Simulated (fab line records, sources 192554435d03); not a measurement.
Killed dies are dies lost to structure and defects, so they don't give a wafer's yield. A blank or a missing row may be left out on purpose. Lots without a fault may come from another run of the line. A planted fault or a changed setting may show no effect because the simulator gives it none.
fab line records | flow n5_finfet
record lots=11 wafers=31 last_day=17
route steps=1938 shown BEOL_M10@1485 PASSIVATION@1936
lots that met no fault: from a run of the same line without faults
start_h: hours from the record's first day to the start of the lot's first wafer shown | wait_h: hours since the lot's step before | " the same as in the row above | L1.1+2: a row that stands for several wafers | - no value, or no start given | * or withheld: withheld | < > ~ a bound
route shown NAME@n: a module of which the file shows steps, and the number in the route of the first | usual: mean/standard deviation of fault-free wafers | same: alike in all rows | chamber/n: place in a boat | sites: the reading at each site | _std_site: their standard deviation | _edge_site: outer sites' mean less inner sites' | radius_mm: how far each site lies from the wafer's centre | mask NAME#n: copy n | behind: the tool/chamber that last shaped the wafer | hold: why the lot was held/for how many hours/how that ended | device: the transistor (n, p or np) that didn't switch | end of line: the same wafers' tests at the end of the route | a step without rows: its recipe alone | killed: dies lost to structure and defects at the first sort, not the wafer's yield | map: a wafer's dies, x killed, . not, _ none there
set.NAME: the setting as run; set.NAME@STEP: as run at that earlier step | model.NAME: the simulator's own value behind a step, which no gauge read
steps of the route over a sample of lots; a table a step, a row a wafer
services: from which hour (start_h, from the record's first day; less than 0 if before it) a tool's chamber was out of use, for how many hours, and why
## steps
# step N5_BEOL_M10_INSPECT_13
# recipe mode=adi inspect_instrument=brightfield
# usual raw_defect_count=412/93
# columns lot.wafer tool chamber start_h wait_h raw_defect_count
L936.1 defect_inspect-01 - 232.07 0.0 329
L936.4 " - " " 331
L936.6 " - " " 235
L935.1 defect_inspect-01 - 232.26 0.0 347
L935.2 " - " " 555
L935.4 " - " " 445
L939.1 defect_inspect-02 - 255.25 0.0 444
L939.2 " - " " 484
L939.6 " - " " 514
L942.2 defect_inspect-01 - 261.78 0.0 388
L942.6 " - " " 438
L943.1 defect_inspect-02 - 285.75 0.0 359
L943.2 " - " " 446
L943.5 " - " " 416
L946.1 defect_inspect-02 - 311.83 0.0 500
L946.3 " - " " 336
L946.4 " - " " 467
L948.1 defect_inspect-02 - 311.96 0.0 400
L948.2 " - " " 621
L948.6 " - " " 460
L947.1 defect_inspect-02 - 311.99 0.0 437
L947.4 " - " " 462
L947.5 " - " " 457
L950.2 defect_inspect-02 - 319.78 0.0 471
L950.4 " - " " 534
L950.5 " - " " 566
L949.3 defect_inspect-01 - 319.98 0.0 344
L949.6 " - " " 320
L955.1 defect_inspect-01 - 341.24 0.0 415
L955.4 " - " " 359
L955.5 " - " " 286
# step N5_BEOL_M10_HM_OPEN_17
# recipe chemistry=Cl2/BCl3 target_depth_a=200 overetch_a=60 target=TiN mask_material=SOC ion_energy_ev=150 pressure_mtorr=10 icp_w=1000 bias_w=126 Cl2_flow_sccm=53.25 bcl3_flow_sccm=21.75 Ar_flow_sccm=25
# usual drypump_motor_current_A=5.8/0.32 mfc_cl2_sccm=53.27/0.14 oes_product_au=0.71/0.083 throttle_valve_pct=21.87/0.26
# columns lot.wafer tool chamber start_h wait_h drypump_motor_current_A mfc_cl2_sccm oes_product_au rf_hours_counter_h throttle_valve_pct
L936.1 rie_metal-02 0 232.37 0.0 5.4 53.37 0.69 33 21.79
L936.4 " 1 " " 5.7 53.07 0.53 - 21.97
L936.6 " 0 " " 5.4 53.31 0.69 - 21.78
L935.1 rie_metal-03 1 232.61 0.0 6.1 53.35 0.67 38 22.26
L935.2 " 1 " " 6.1 53.37 0.68 - 22.25
L935.4 " 1 " " 6.1 53.36 0.67 - 22.26
L939.1 rie_metal-01 1 256.49 0.0 6.2 53.54 0.80 2 21.76
L939.2 " 0 " " 5.7 53.27 0.67 29 21.82
L939.6 " 1 " " 6.2 53.17 0.80 - 21.76
L942.2 rie_metal-03 0 262.44 0.0 6.3 53.26 0.84 1 22.46
L942.6 " 0 " " 6.3 53.11 0.85 - 22.44
L943.1 rie_metal-03 1 286.06 0.0 6.1 53.38 0.67 45 22.28
L943.2 " 0 " " 6.3 53.32 0.84 3 22.44
L943.5 " 0 " " 6.3 53.48 0.84 - 22.44
L946.1 rie_metal-02 0 312.29 0.0 5.4 53.06 0.67 41 21.78
L946.3 " 0 " " 5.4 53.27 0.66 - 21.79
L946.4 " 1 " " 5.7 53.20 0.84 - 21.50
L948.1 rie_metal-01 0 312.34 0.0 5.7 53.26 0.67 35 21.82
L948.2 " 1 " " 6.2 53.25 0.77 8 21.76
L948.6 " 0 " " 5.7 53.16 0.67 - 21.83
L947.1 rie_metal-02 0 312.38 0.0 5.4 53.32 0.67 41 21.80
L947.4 " 1 " " 5.7 53.28 0.84 - 21.50
L947.5 " 1 " " 5.7 53.23 0.84 - 21.50
L950.2 rie_metal-01 1 320.13 0.0 6.2 53.29 0.77 8 21.74
L950.4 " 0 " " 5.7 53.00 0.66 - 21.84
L950.5 " 0 " " 5.7 53.35 0.67 - 21.83
L949.3 rie_metal-01 0 320.38 0.1 5.7 52.98 0.65 - 21.85
L949.6 " 1 " " 6.2 53.37 0.77 - 21.75
L955.1 rie_metal-02 1 341.89 0.0 5.7 53.26 0.81 5 21.51
L955.4 " 1 " " 5.7 53.37 0.81 - 21.52
L955.5 " 0 " " 5.4 53.37 0.66 - 21.81
# step N5_BEOL_M10_CD_MEAS_18
# recipe pitch_nm=140 target_cd_nm=70
# usual cd_nm=70.2/0.66
# columns lot.wafer tool chamber start_h wait_h cd_nm
L936.1 cd_sem-01 - 232.64 0.0 69.5
L936.4 " - " " 70.2
L936.6 " - " " 68.8
L935.1 cd_sem-03 - 232.88 0.0 70.7
L935.2 " - " " 70.5
L935.4 " - " " 70.6
L939.1 cd_sem-03 - 256.81 0.0 70.3
L939.2 " - " " 70.8
L939.6 " - " " 70.5
L942.2 cd_sem-01 - 262.71 0.1 69.7
L942.6 " - " " 69.7
L943.1 cd_sem-01 - 286.39 0.0 71.1
L943.2 " - " " 69.4
L943.5 " - " " 70.1
L946.1 cd_sem-01 - 312.56 0.0 70.1
L946.3 " - " " 69.0
L946.4 " - " " 70.8
L948.1 cd_sem-02 - 312.60 0.0 70.1
L948.2 " - " " 70.0
L948.6 " - " " 69.6
L947.1 cd_sem-01 - 312.60 0.0 69.2
L947.4 " - " " 69.7
L947.5 " - " " 69.5
L950.2 cd_sem-01 - 320.40 0.1 69.2
L950.4 " - " " 70.2
L950.5 " - " " 70.1
L949.3 cd_sem-01 - 320.57 0.1 69.2
L949.6 " - " " 69.7
L955.1 cd_sem-01 - 342.09 0.0 70.5
L955.4 " - " " 70.1
L955.5 " - " " 70.4
# step N5_BEOL_M10_EXPOSE_25
# recipe mask_id=V9 na=1.35 source_shape=annular sigma_inner=0.5 sigma_outer=0.8 polarization=unpolarized dose_mj=85.5
# usual exposure_dose_mJ_cm2=85.44/0.088
# columns lot.wafer tool chamber start_h wait_h mask exposure_dose_mJ_cm2
L935.1 arfi_scanner-02 0 233.33 - V9#0 85.44
L935.2 " 0 " " V9#0 85.42
L935.4 " 0 " " V9#0 85.45
L936.1 arfi_scanner-03 0 233.60 - V9#0 85.57
L936.4 " 0 " " V9#0 85.63
L936.6 " 0 " " V9#0 85.61
L939.1 arfi_scanner-03 0 257.08 - V9#0 85.48
L939.2 " 0 " " V9#0 85.41
L939.6 " 0 " " V9#0 85.49
L942.2 arfi_scanner-03 0 263.01 - V9#0 77.93
L942.6 " 0 " " V9#0 77.98
L943.1 arfi_scanner-03 0 286.67 - V9#0 79.55
L943.2 " 0 " " V9#0 79.57
L943.5 " 0 " " V9#0 79.51
L946.1 arfi_scanner-03 0 314.22 - V9#0 80.48
L946.3 " 0 " " V9#0 80.40
L946.4 " 0 " " V9#0 80.54
L947.1 arfi_scanner-02 0 314.39 - V9#0 85.45
L947.4 " 0 " " V9#0 85.30
L947.5 " 0 " " V9#0 85.39
L948.1 arfi_scanner-01 0 314.55 - V9#0 85.34
L948.2 " 0 " " V9#0 85.40
L948.6 " 0 " " V9#0 85.51
L950.2 arfi_scanner-01 0 321.69 - V9#0 85.56
L950.4 " 0 " " V9#0 85.49
L950.5 " 0 " " V9#0 85.48
L949.3 arfi_scanner-02 0 321.87 - V9#0 85.59
L949.6 " 0 " " V9#0 85.57
L955.1 arfi_scanner-02 0 342.43 - V9#0 85.27
L955.4 " 0 " " V9#0 85.29
L955.5 " 0 " " V9#0 85.32
# step N5_BEOL_M10_CD_MEAS_28
# recipe target_cd_nm=70 landing_energy_ev=500 detector=se_inlens polarity=opening
# usual cd_nm=70.2/0.92
# columns lot.wafer tool chamber start_h wait_h cd_nm
L935.1 cd_sem-02 0 233.46 - 71.2
L935.2 " 0 " " 71.2
L935.4 " 0 " " 70.7
L936.1 cd_sem-01 0 233.73 - 70.1
L936.4 " 0 " " 68.9
L936.6 " 0 " " 70.1
L939.1 cd_sem-02 0 257.22 - 70.1
L939.2 " 0 " " 69.8
L939.6 " 0 " " 70.9
L942.2 cd_sem-02 0 263.13 - 63.4
L942.6 " 0 " " 63.8
L943.1 cd_sem-02 0 286.80 - 64.1
L943.2 " 0 " " 64.6
L943.5 " 0 " " 64.3
L946.1 cd_sem-01 0 314.35 - 64.4
L946.3 " 0 " " 63.7
L946.4 " 0 " " 64.0
L947.1 cd_sem-02 0 314.52 - 68.7
L947.4 " 0 " " 68.8
L947.5 " 0 " " 69.1
L948.1 cd_sem-01 0 314.69 - 70.1
L948.2 " 0 " " 70.5
L948.6 " 0 " " 69.9
L950.2 cd_sem-02 0 321.82 - 69.7
L950.4 " 0 " " 70.5
L950.5 " 0 " " 69.7
L949.3 cd_sem-02 0 321.99 - 69.0
L949.6 " 0 " " 70.6
L955.1 cd_sem-02 0 342.56 - 68.7
L955.4 " 0 " " 69.1
L955.5 " 0 " " 69.9
# step N5_PASSIVATION_PROBE_49
# usual defect_limited_yield=91.0/1.4 killed_at_M0_to_M3=35/10 killed_at_M4_up=13/6 killed_at_contacts=13/6.4 killed_at_front_end=42/12 killed_at_other=3.2/2.4 killed_dies=107/17 killed_open=69/13 killed_short=33/7.3 sort_bin_4_leakage=0.00/0.022 sort_bin_5_function=5.3/0.92 sort_bin_6_memory=3.3/0.66 sort_bin_8_speed=0.00/0.035 sort_n_pass=1073/17 sort_yield_pct=90.9/1.4
# same gross_dies=1180 killed_at_back_side=0
# columns lot.wafer tool chamber start_h wait_h defect_limited_yield[%] killed_at_M0_to_M3 killed_at_M4_up killed_at_contacts killed_at_front_end killed_at_other killed_dies killed_open killed_short sort_bin_4_leakage[%] sort_bin_5_function[%] sort_bin_6_memory[%] sort_bin_8_speed[%] sort_n_pass sort_yield_pct[%]
L942.2 prober-02 - 319.21 0.1 89.9 40 11 17 49 2 119 74 38 0 5.8 3.7 0 1061 89.9
L942.6 prober-02 - 319.41 0.3 90.2 57 13 11 32 3 116 66 40 0 6.7 2.8 0 1064 90.2
L943.1 prober-01 - 337.72 0.0 89.5 42 24 17 38 3 124 82 33 0 6.3 3.7 0 1056 89.5
L943.2 prober-01 - 337.77 0.1 93.0 30 9 16 27 1 83 52 25 0.08 4.5 2.4 0 1096 92.9
L943.5 prober-01 - 337.92 0.2 89.3 32 20 19 55 0 126 78 43 0 6.7 3.2 0 1054 89.3
L949.3 prober-01 - 369.06 0.1 92.0 37 23 10 21 3 94 64 27 0 4.5 3.3 0 1086 92.0
L949.6 prober-01 - 369.21 0.3 91.3 35 9 15 36 8 103 73 28 0 5.6 3.1 0 1077 91.3
L946.1 prober-02 - 369.26 0.3 88.8 29 30 21 50 2 132 83 44 0 6.5 4.2 0 1048 88.8
L946.3 prober-02 - 369.36 0.4 90.3 49 33 12 18 2 114 76 29 0 6.4 3.1 0 1066 90.3
L946.4 prober-02 - 369.41 0.5 91.0 26 29 11 33 7 106 80 21 0 6.4 2.5 0 1074 91.0
# killed by level:class
L942.2 MOL_CONTACT_COAG:geometric_particle:open=16 STI_FIN_REVEAL:geometric_particle:open=13 BEOL_M0_SAQP:geometric_particle:open=10 STI_FIN_REVEAL:geometric_particle:short=8 BEOL_M0_SAQP:geometric_particle:short=8 FIN_SAQP:geometric_particle:open=7 GATE_CUT:geometric_particle:short=5 BEOL_M3:geometric_particle:open=5
L942.6 BEOL_M0_SAQP:geometric_particle:short=16 BEOL_M3:geometric_particle:open=16 BEOL_M0_SAQP:geometric_particle:open=10 BEOL_M2:geometric_particle:open=8 MOL_CONTACT_COAG:geometric_particle:open=7 FIN_SAQP:geometric_particle:open=6 BEOL_M10:area_expose=6 STI_FIN_REVEAL:geometric_particle:open=5
L943.1 BEOL_M0_SAQP:geometric_particle:open=21 FIN_SAQP:geometric_particle:open=16 BEOL_M4:geometric_particle:open=14 BEOL_M0_SAQP:geometric_particle:short=13 MOL_CONTACT_COAG:geometric_particle:open=9 MOL_CONTACT_COAG:geometric_particle:short=7 FIN_SAQP:geometric_particle:short=4 ILD0:geometric_particle:short=3
L943.2 MOL_CONTACT_COAG:geometric_particle:open=14 BEOL_M0_SAQP:geometric_particle:short=8 BEOL_M0_SAQP:geometric_particle:open=8 BEOL_M4:geometric_particle:open=5 BEOL_M1:geometric_particle:open=4 FIN_SAQP:geometric_particle:open=3 FIN_SAQP:geometric_particle:short=3 STI_FIN_REVEAL:geometric_particle:open=3
L943.5 MOL_CONTACT_COAG:geometric_particle:open=18 BEOL_M4:geometric_particle:open=14 BEOL_M0_SAQP:geometric_particle:short=12 FIN_SAQP:geometric_particle:open=11 BEOL_M0_SAQP:geometric_particle:open=11 FIN_SAQP:geometric_particle:short=10 DUMMY_GATE:geometric_particle:open=7 BEOL_M2:geometric_particle:open=5
L949.3 BEOL_M2:geometric_particle:open=9 MOL_CONTACT_COAG:geometric_particle:open=8 BEOL_M3:geometric_particle:open=6 BEOL_M4:geometric_particle:open=6 ILD0:geometric_particle:open=5 BEOL_M0_SAQP:geometric_particle:short=5 BEOL_M6:geometric_particle:open=5 BEOL_M0:geometric_particle:short=4
L949.6 BEOL_M0_SAQP:geometric_particle:open=9 MOL_CONTACT_COAG:geometric_particle:open=8 BEOL_M2:geometric_particle:open=8 STI_FIN_REVEAL:geometric_particle:open=7 FIN_SAQP:geometric_particle:open=6 MOL_CONTACT_COAG:geometric_particle:short=6 BEOL_M3:geometric_particle:open=6 BEOL_M1:geometric_particle:open=5
L946.1 STI_FIN_REVEAL:geometric_particle:open=14 MOL_CONTACT_COAG:geometric_particle:open=14 BEOL_M4:geometric_particle:open=13 FIN_SAQP:geometric_particle:short=9 STI_FIN_REVEAL:geometric_particle:short=8 FIN_SAQP:geometric_particle:open=8 BEOL_M3:geometric_particle:open=7 BEOL_M2:geometric_particle:open=6
L946.3 BEOL_M0_SAQP:geometric_particle:open=12 MOL_CONTACT_COAG:geometric_particle:open=11 BEOL_M3:geometric_particle:open=11 BEOL_M4:geometric_particle:open=9 BEOL_M0_SAQP:geometric_particle:short=8 BEOL_M2:geometric_particle:open=7 BEOL_M5:geometric_particle:open=7 BEOL_M10:area_expose=7
L946.4 STI_FIN_REVEAL:geometric_particle:open=13 BEOL_M4:geometric_particle:open=13 BEOL_M3:geometric_particle:open=8 MOL_CONTACT_COAG:geometric_particle:open=7 BEOL_M2:geometric_particle:open=7 BEOL_M1:geometric_particle:open=5 GATE_CUT:geometric_particle:open=5 BEOL_M7:geometric_particle:open=4
## services
# columns tool chamber start_h hours kind
arfi_scanner-01 - 211.77 0.8 pm
arfi_scanner-01 - 219.01 1.3 pm
arfi_scanner-03 - 224.47 1.3 pm
arfi_scanner-01 - 227.10 4.9 pm
arfi_scanner-03 - 227.93 1.0 pm
rie_metal-03 0 230.03 - clean
rie_metal-03 0 230.03 21.9 scheduled_down
rie_metal-03 0 230.03 21.9 vent_cycle
arfi_scanner-03 - 245.63 1.3 repair
rie_metal-03 - 250.51 0.1 repair
arfi_scanner-03 - 260.49 0.8 pm
arfi_scanner-01 - 263.03 0.4 repair
arfi_scanner-01 - 264.44 3.1 pm
arfi_scanner-02 - 266.34 1.3 repair
arfi_scanner-02 - 269.97 1.3 pm
arfi_scanner-01 - 273.05 3.9 pm
rie_metal-02 1 278.44 - clean
rie_metal-02 1 278.44 20.5 scheduled_down
rie_metal-02 1 278.44 20.5 vent_cycle
arfi_scanner-02 - 279.03 1.0 pm
arfi_scanner-03 - 291.96 1.8 repair
arfi_scanner-03 - 300.36 3.1 pm
arfi_scanner-01 - 305.27 1.0 pm
arfi_scanner-01 - 340.34 41.8 repair
## key
first_sign step=N5_BEOL_M10_EXPOSE_25 reading=exposure_dose_mJ_cm2 direction=down sigmas=68 usual=85.44 struck=79.49
effect step=N5_BEOL_M10_CD_MEAS_28 reading=cd_nm direction=down sigmas=6.7 usual=70.2 struck=64.0 through=control_loop
met_at N5_BEOL_M10_EXPOSE_25
struck_lots L942,L943,L946
loop_trim step=N5_BEOL_M10_EXPOSE_25 setting=dose lots=L943,L946
not_acting_at N5_BEOL_M10_INSPECT_13,N5_BEOL_M10_HM_OPEN_17,N5_BEOL_M10_CD_MEAS_18
onset_between 257.08 263.01
fault kind=process_parameter_drift tool=arfi_scanner-03 chamber=- onset_h=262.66 steps=N5_BEOL_M10_EXPOSE_25 channel=dose_mj offset=-7.5789 shape=step acts_in=these_recipes_only stated=85.5
# loop_trim: a control loop set the setting to another value than it would have without faults
